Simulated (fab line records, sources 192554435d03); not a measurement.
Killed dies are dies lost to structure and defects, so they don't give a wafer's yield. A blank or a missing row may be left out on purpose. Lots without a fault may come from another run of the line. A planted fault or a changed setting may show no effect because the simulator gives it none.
Chamber matching | flow n5_finfet | N5_BEOL_M6_DEP_56 on pecvd-02: 3 sister chambers
The step deposits SiCN from 3MS/NH3, target thk 10 nm, time 17.5 s. 6 wafers are shown with their chamber, then 9 later ones without.

WAFERS WITH THEIR CHAMBER
wafer  | chamber | showerhead_plenum_p_Torr (Torr) | throttle_valve_pct (%)
L078.5 | 2       | 3.662                           | 8.5
L077.4 | 2       | 3.663                           | 8.7
L086.1 | 0       | 3.664                           | 8.6
L091.2 | 1       | 3.677                           | 8.9
L091.3 | 0       | 3.667                           | 8.6
L091.5 | 1       | 3.684                           | 8.8

WAFERS WITHOUT THEIR CHAMBER
wafer  | showerhead_plenum_p_Torr (Torr) | throttle_valve_pct (%)
L089.1 | 3.668                           | 8.6
L089.4 | 3.683                           | 8.6
L089.6 | 3.676                           | 8.9
L094.2 | 3.663                           | 8.9
L094.3 | 3.675                           | 9.0
L094.6 | 3.669                           | 8.8
L096.4 | 3.658                           | 8.9
L096.5 | 3.656                           | 8.6
L096.6 | 3.679                           | 8.8

WHICH CHAMBER EACH WENT THROUGH
wafer  | from the rows above          | in truth
L089.1 | can't be placed: 0 or 2      | 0
L089.4 | 1                            | 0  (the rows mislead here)
L089.6 | 1                            | 1
L094.2 | can't be placed: 2 or 0      | 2
L094.3 | 1                            | 1
L094.6 | can't be placed: 0 or 2 or 1 | 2
L096.4 | can't be placed: 2 or 0      | 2
L096.5 | can't be placed: 2 or 0      | 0
L096.6 | 1                            | 1
Placed correctly: 3 of 9. Can't be placed from these rows: 5 (the true chamber is among the candidates in 5). Placed wrongly: 1.
How it was worked out, from the rows above alone: a wafer's distance from a chamber is the root of the sum, over the readings, of the square of ((its reading less the chamber's mean) divided by the reading's scatter). The wafer belongs to the nearest chamber; if the next one is less than 2 further off, it can't be placed. A chamber's mean is the mean of its shown wafers. The scatter: the root of (the sum of the squares of (reading less its chamber's mean) over the shown wafers, divided by (wafers less chambers)).
